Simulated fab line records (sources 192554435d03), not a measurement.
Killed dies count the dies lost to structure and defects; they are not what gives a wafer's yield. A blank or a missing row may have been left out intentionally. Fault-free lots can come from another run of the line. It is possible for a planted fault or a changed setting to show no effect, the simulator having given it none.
Chamber matching || flow n5Finfet || rieDiel-04 running N5_BEOL_M6_ETCH_66: 4 sister chambers
The step etches SOC in N2/H2, target depth 80 nm, overetch 16 nm, time 120 s. 14 wafers are shown with their chamber, then 7 later ones without.

== EACH WAFER AND ITS CHAMBER ==
{"wafer": "L777.1", "chamber": 3, "showerheadPlenumPTorr (Torr)": 2.46, "drypumpMotorCurrentA (A)": 5.1, "oesProductAu (a.u.)": 0.63}
{"wafer": "L777.3", "chamber": 0, "showerheadPlenumPTorr (Torr)": 2.45, "drypumpMotorCurrentA (A)": 6.0, "oesProductAu (a.u.)": 0.60}
{"wafer": "L777.4", "chamber": 2, "showerheadPlenumPTorr (Torr)": 2.53, "drypumpMotorCurrentA (A)": 6.0, "oesProductAu (a.u.)": 0.55}
{"wafer": "L779.4", "chamber": 0, "showerheadPlenumPTorr (Torr)": 2.45, "drypumpMotorCurrentA (A)": 5.9, "oesProductAu (a.u.)": 0.59}
{"wafer": "L779.5", "chamber": 2, "showerheadPlenumPTorr (Torr)": 2.52, "drypumpMotorCurrentA (A)": 6.0, "oesProductAu (a.u.)": 0.55}
{"wafer": "L779.6", "chamber": 1, "showerheadPlenumPTorr (Torr)": 2.62, "drypumpMotorCurrentA (A)": 5.9, "oesProductAu (a.u.)": 0.72}
{"wafer": "L781.1", "chamber": 0, "showerheadPlenumPTorr (Torr)": 2.45, "drypumpMotorCurrentA (A)": 6.0, "oesProductAu (a.u.)": 0.59}
{"wafer": "L781.2", "chamber": 1, "showerheadPlenumPTorr (Torr)": 2.62, "drypumpMotorCurrentA (A)": 5.8, "oesProductAu (a.u.)": 0.71}
{"wafer": "L781.3", "chamber": 2, "showerheadPlenumPTorr (Torr)": 2.52, "drypumpMotorCurrentA (A)": 6.0, "oesProductAu (a.u.)": 0.54}
{"wafer": "L782.2", "chamber": 2, "showerheadPlenumPTorr (Torr)": 2.52, "drypumpMotorCurrentA (A)": 6.0, "oesProductAu (a.u.)": 0.54}
{"wafer": "L782.4", "chamber": 3, "showerheadPlenumPTorr (Torr)": 2.45, "drypumpMotorCurrentA (A)": 5.1, "oesProductAu (a.u.)": 0.62}
{"wafer": "L782.5", "chamber": 1, "showerheadPlenumPTorr (Torr)": 2.62, "drypumpMotorCurrentA (A)": 5.8, "oesProductAu (a.u.)": 0.69}
{"wafer": "L785.1", "chamber": 3, "showerheadPlenumPTorr (Torr)": 2.45, "drypumpMotorCurrentA (A)": 5.1, "oesProductAu (a.u.)": 0.62}
{"wafer": "L785.3", "chamber": 0, "showerheadPlenumPTorr (Torr)": 2.44, "drypumpMotorCurrentA (A)": 6.0, "oesProductAu (a.u.)": 0.58}

SIGNATURES, as means of the wafers listed above
{"reading": "showerheadPlenumPTorr", "chamber 0": 2.4475, "chamber 1": 2.6200, "chamber 2": 2.5225, "chamber 3": 2.4533, "scatter within a chamber": 0.00465}
{"reading": "drypumpMotorCurrentA", "chamber 0": 5.975, "chamber 1": 5.833, "chamber 2": 6.000, "chamber 3": 5.100, "scatter within a chamber": 0.0376}
{"reading": "oesProductAu", "chamber 0": 0.5900, "chamber 1": 0.7067, "chamber 2": 0.5450, "chamber 3": 0.6233, "scatter within a chamber": 0.00913}
Rule: for a wafer and a chamber, the distance is found by dividing, reading by reading, the gap between the wafer's reading and the chamber's mean by the reading's scatter, squaring, summing and taking the root. If the next closest chamber is less than 2 further off than the closest, the wafer can't be placed; otherwise it belongs to the closest. How the scatter is found: for the shown wafers, subtract from each reading the mean of its chamber, square and add these, divide the total by (wafers less chambers), then take the root.

== WAFERS WITH NO CHAMBER GIVEN ==
{"wafer": "L785.4", "showerheadPlenumPTorr (Torr)": 2.62, "drypumpMotorCurrentA (A)": 5.9, "oesProductAu (a.u.)": 0.69}
{"wafer": "L793.2", "showerheadPlenumPTorr (Torr)": 2.45, "drypumpMotorCurrentA (A)": 5.2, "oesProductAu (a.u.)": 0.61}
{"wafer": "L793.3", "showerheadPlenumPTorr (Torr)": 2.51, "drypumpMotorCurrentA (A)": 6.0, "oesProductAu (a.u.)": 0.53}
{"wafer": "L793.5", "showerheadPlenumPTorr (Torr)": 2.44, "drypumpMotorCurrentA (A)": 6.0, "oesProductAu (a.u.)": 0.57}
{"wafer": "L800.1", "showerheadPlenumPTorr (Torr)": 2.43, "drypumpMotorCurrentA (A)": 5.9, "oesProductAu (a.u.)": 0.57}
{"wafer": "L800.3", "showerheadPlenumPTorr (Torr)": 2.60, "drypumpMotorCurrentA (A)": 5.9, "oesProductAu (a.u.)": 0.65}
{"wafer": "L800.4", "showerheadPlenumPTorr (Torr)": 2.51, "drypumpMotorCurrentA (A)": 6.0, "oesProductAu (a.u.)": 0.53}

== THE CHAMBER EACH PASSED THROUGH ==
{"wafer": "L785.4", "from the rows above": 1, "in truth": 1}
{"wafer": "L793.2", "from the rows above": 3, "in truth": 3}
{"wafer": "L793.3", "from the rows above": 2, "in truth": 2}
{"wafer": "L793.5", "from the rows above": 0, "in truth": 0}
{"wafer": "L800.1", "from the rows above": 0, "in truth": 0}
{"wafer": "L800.3", "from the rows above": 1, "in truth": 1}
{"wafer": "L800.4", "from the rows above": 2, "in truth": 2}
Correctly placed: 7 of 7. Number that these rows cannot place: 0. Wrongly placed: 0.
